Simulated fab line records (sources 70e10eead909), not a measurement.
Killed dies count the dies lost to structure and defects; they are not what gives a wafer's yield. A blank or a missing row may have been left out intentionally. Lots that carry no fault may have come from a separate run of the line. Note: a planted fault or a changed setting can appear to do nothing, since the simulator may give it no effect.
Matching of chambers	flow nandHarc	aldHk-04 running NHARC_A_CHANNEL_FILL_D2_ALD_02: 4 sister chambers
The step deposits SiO2, target thk 6 nm, pulse time 10 s, ald cycles 60. 14 wafers are shown with their chamber, then 7 later ones without.

== EACH WAFER AND ITS CHAMBER ==
wafer	chamber	heaterPowerW (W)	precursorPulseHeightRel
L076.1	1	502	0.989
L076.2	0	485	0.998
L076.5	0	496	1.023
L079.1	0	490	1.033
L079.3	3	437	1.001
L079.4	2	493	0.977
L079.2	1	489	0.987
L079.5	0	496	1.014
L079.6	1	514	0.970
L087.1	3	444	1.009
L087.2	0	495	1.009
L087.6	1	496	1.000
L090.1	0	496	0.977
L090.3	3	442	0.984

SIGNATURES (means of the wafers above)
reading	chamber 0	chamber 1	chamber 2	chamber 3	scatter within a chamber
heaterPowerW	493.00	500.25	493.00	441.00	6.83
precursorPulseHeightRel	1.00900	0.98650	0.97700	0.99800	0.0165
Rule: distance of a wafer from a chamber = root of the sum over the readings of ((wafer's reading minus chamber's mean) / reading's scatter) squared. If the next closest chamber is less than 2 further off than the closest, the wafer can't be placed; otherwise it belongs to the closest. How the scatter is found: for the shown wafers, subtract from each reading the mean of its chamber, square and add these, divide the total by (wafers less chambers), then take the root.

== WAFERS WITHOUT THEIR CHAMBER ==
wafer	heaterPowerW (W)	precursorPulseHeightRel
L090.5	441	0.978
L092.1	438	0.992
L092.2	495	0.993
L092.3	498	1.009
L093.1	437	1.019
L093.2	501	1.004
L093.3	506	1.016

== CHAMBER TAKEN BY EACH ==
wafer	from the rows above	in truth
L090.5	3	3
L092.1	3	3
L092.2	can't be placed: 1 or 0 or 2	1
L092.3	can't be placed: 0 or 1 or 2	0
L093.1	3	3
L093.2	can't be placed: 1 or 0 or 2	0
L093.3	can't be placed: 0 or 1 or 2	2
Correctly placed: 3 of 7. Cannot be placed on the basis of these rows: 4; the candidates contain the true chamber in 4. Placed wrongly: 0.
